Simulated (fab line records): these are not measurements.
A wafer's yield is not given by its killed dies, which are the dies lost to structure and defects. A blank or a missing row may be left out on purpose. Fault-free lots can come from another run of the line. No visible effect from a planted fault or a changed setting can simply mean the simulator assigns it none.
Matching of chambers	flow nandHarc	NHARC_P_STI_ETCH_15 on rieSi-04: 4 sister chambers
The step etches the open film in HBr/Cl2, target depth 300 nm, time 100.1 s. 4 wafers are shown with their chamber, then 9 later ones without.

## WAFERS, EACH WITH ITS CHAMBER
wafer	chamber	drypumpMotorCurrentA (A)
L075.6	0	6.2
L081.4	1	6.1
L086.3	3	5.2
L086.6	2	6.6

## WAFERS MISSING THEIR CHAMBER
wafer	drypumpMotorCurrentA (A)
L090.1	6.2
L090.3	6.6
L090.6	6.2
L091.1	6.2
L091.5	6.2
L091.6	5.3
L096.2	6.1
L096.4	5.3
L096.6	5.3

## EACH ONE'S CHAMBER
wafer	from the rows above	in truth
L090.1	can't be placed: 0 or 1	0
L090.3	2	2
L090.6	can't be placed: 0 or 1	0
L091.1	can't be placed: 0 or 1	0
L091.5	can't be placed: 0 or 1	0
L091.6	3	3
L096.2	can't be placed: 1 or 0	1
L096.4	3	3
L096.6	3	3
Placed correctly: 4 of 9. Unplaceable from these rows: 5, with the true chamber sitting among the candidates in 5. Wrongly placed: 0.
How it was worked out, from the rows above alone: a wafer's distance from a chamber is the root of the sum, over the readings, of the square of ((its reading less the chamber's mean) divided by the reading's scatter). If the next closest chamber is less than 2 further off than the closest, the wafer can't be placed; otherwise it belongs to the closest. The mean given for a chamber averages the wafers shown for that chamber. The scatter: with one shown wafer a chamber, the root of the mean of the squares of how far each hidden wafer lies from its nearest shown one.
